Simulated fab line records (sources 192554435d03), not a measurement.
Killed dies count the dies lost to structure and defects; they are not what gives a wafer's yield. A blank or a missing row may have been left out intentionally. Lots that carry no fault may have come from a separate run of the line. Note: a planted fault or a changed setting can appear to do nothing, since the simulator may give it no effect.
Split-lot trial ; flow n5_finfet ; 21 wafers read from 7 lots, route of 1938 steps

== THE SPLIT ITSELF ==
At N5_FIN_SAQP_SPACER1_ALD_24 (deposits SiO2, target thk 20.3 nm, pulse time 1 s, purge time 2 s), the setting ald_cycles was moved away from the recipe's 218 on 5 of the 21 wafers read, by -16.1% to +5.0%. This setting was run at the recipe's value on the other wafers.

== FROM THE SPLIT TO THE READING: what the file shows between them, 2 steps ==
- N5_FIN_SAQP_SPACER1_ETCHBACK_25: etches SiO2 in CHF3/O2, target depth 24.4 nm, time 12.2 s
- N5_FIN_SAQP_MANDREL1_REMOVE_56: chemistry HBr/Cl2/O2, target a-Si, stops on SiNx, bt time 10 s

== THE READING ==
cd_nm at N5_FIN_SAQP_CD_MEAS_27, given in nm (cd target 20 nm). Fault-free wafers of this fab line usually give 20.31 nm, standard deviation 0.21 nm.

wafer;tool, chamber at the split;ald_cycles as run;against the recipe;cd_nm, nm;against lot-mates on the recipe
L082.2;ald_sin-03, 0,1;218;recipe;20.33;-
L082.3;ald_sin-03, 2;189;-13.3%;17.19;-2.97
L082.4;ald_sin-03, 0,1;218;recipe;20.00;-
L083.1;ald_sin-03, 0;218;recipe;20.75;-
L083.2;ald_sin-03, 1;229;+5.0%;21.63;+1.12
L083.5;ald_sin-03, 2;218;recipe;20.27;-
L085.1;ald_sin-03, 0;218;recipe;20.43;-
L085.2;ald_sin-03, 1,3;218;recipe;20.37;-
L085.4;ald_sin-03, 1,3;218;recipe;20.02;-
L089.3;ald_sin-03, 3;218;recipe;20.59;-
L089.4;ald_sin-03, 2;202;-7.3%;18.71;-1.78
L089.5;ald_sin-03, 0;218;recipe;20.40;-
L092.3;ald_sin-01, 0;183;-16.1%;16.58;-3.92
L092.4;ald_sin-01, 2;183;-16.1%;16.86;-3.64
L092.6;ald_sin-01, 3;218;recipe;20.50;-
L093.1;ald_sin-01, 0;218;recipe;20.64;-
L093.2;ald_sin-01, 3,2;218;recipe;19.94;-
L093.4;ald_sin-01, 3,2;218;recipe;20.22;-
L094.3;ald_sin-01, 1,3,1;218;recipe;20.21;-
L094.4;ald_sin-01, 1,3,1;218;recipe;20.19;-
L094.5;ald_sin-01, 1,3,1;218;recipe;20.64;-
Rows listing several chambers each stand for several wafers; the file does not say which wafer went through which chamber.

FIT RESULTS
A straight line over all 21 wafers: cd_nm changes by +0.23 nm for each +1% of ald_cycles; r = +0.99; the points scatter about the line by 0.22 nm.
The same after taking each lot's own level away (the mean of its wafers on the recipe; 21 wafers): +0.233 nm for each +1%; r = +0.99; scatter 0.2 nm.
On that fit, the largest move of ald_cycles shifts the reading by 3.7 nm.
The span of the lots' own levels, 20.165 to 20.510 nm, comes to 1.6 times the standard deviation stated above.
The two slopes are in agreement: the lot-to-lot level therefore moves the slope only a little.
Check: with one of the wafers moved furthest among these (-16.1%) left out of the fit, the line predicts -3.65 nm for it against its lot-mates. It came out at -3.92 nm against them.

== OTHER SPLITS APPLIED TO THESE WAFERS ==
These wafers also went through other splits before the reading. Each is held against what the fit with the lots' levels taken away leaves over:
other split on the same wafers;wafers away from the commonest value;r with cd_nm (lot level and that fit taken away)
N5_WELL_APT_COAT_02 spin_rpm;5;-0.11
N5_PMOS_HMC_CHANNEL_EPI_PEB_07 peb_temp_c;6;-0.27
N5_PMOS_HMC_CHANNEL_EPI_ETCH_38 bias_w;8;-0.23

== THE WHOLE CHAIN: every reading that the file lists as answering this split, in the file's order ==
step;what it does;reading;change (the file's fit);r (the file's)
N5_FIN_SAQP_SPACER1_ALD_24;deposits SiO2, target thk 20.3 nm, pulse time 1 s, purge time 2 s;SiO2_of_FIN_SAQP_SPACER1_ALD_24.thk_nm (the simulator's own value, which no gauge read);+0.211 nm for each +1% of the setting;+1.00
N5_FIN_SAQP_MANDREL1_REMOVE_56;chemistry HBr/Cl2/O2, target a-Si, stops on SiNx, bt time 10 s;FIN_SAQP.cd_nm (the simulator's own value, which no gauge read);+0.208 nm for each +1% of the setting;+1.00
N5_FIN_SAQP_CD_MEAS_27;target cd 20 nm;cd_nm;+0.232 nm for each +1% of the setting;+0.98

== FILE'S OWN FIT ==
cd_nm changes by +0.232 nm for each +1% of ald_cycles, r = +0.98.
